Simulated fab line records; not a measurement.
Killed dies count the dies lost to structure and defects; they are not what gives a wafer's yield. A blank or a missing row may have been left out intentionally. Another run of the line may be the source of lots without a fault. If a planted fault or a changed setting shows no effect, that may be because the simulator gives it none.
Chamber matching + flow nandHarc + 3 sister chambers for NHARC_P_M2_PRE_CLEAN_32 on pecvd-01
The step time 12 s. 6 wafers are shown with their chamber, then 10 later ones without.

## WAFERS PAIRED WITH THEIR CHAMBERS
| wafer  | chamber | heaterPowerW (W) |
|--------|---------|------------------|
| L080.1 | 0       | 737              |
| L085.1 | 1       | 669              |
| L085.3 | 2       | 647              |
| L085.4 | 1       | 688              |
| L084.2 | 0       | 763              |
| L084.3 | 2       | 654              |

## WAFERS WITH NO CHAMBER GIVEN
| wafer  | heaterPowerW (W) |
|--------|------------------|
| L084.5 | 600              |
| L090.1 | 556              |
| L090.2 | 684              |
| L090.6 | 575              |
| L091.1 | 579              |
| L091.3 | 616              |
| L091.4 | 614              |
| L096.1 | 606              |
| L096.3 | 651              |
| L096.4 | 739              |

## EACH ONE'S CHAMBER
| wafer  | from the rows above | in truth                   |
|--------|---------------------|----------------------------|
| L084.5 | 2                   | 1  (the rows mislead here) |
| L090.1 | 2                   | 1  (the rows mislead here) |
| L090.2 | 1                   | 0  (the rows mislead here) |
| L090.6 | 2                   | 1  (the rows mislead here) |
| L091.1 | 2                   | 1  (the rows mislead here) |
| L091.3 | 2                   | 2                          |
| L091.4 | 2                   | 2                          |
| L096.1 | 2                   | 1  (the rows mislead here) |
| L096.3 | 2                   | 2                          |
| L096.4 | 0                   | 0                          |
4 of 10 placed correctly. Not placeable from these rows: 0. Placed wrongly: 6.
How it was worked out, from the rows above alone: a wafer's distance from a chamber is the root of the sum, over the readings, of the square of ((its reading less the chamber's mean) divided by the reading's scatter). The wafer belongs to the nearest chamber; if the next one is less than 2 further off, it can't be placed. A chamber's mean is the mean of its shown wafers. How the scatter is found: for the shown wafers, subtract from each reading the mean of its chamber, square and add these, divide the total by (wafers less chambers), then take the root.
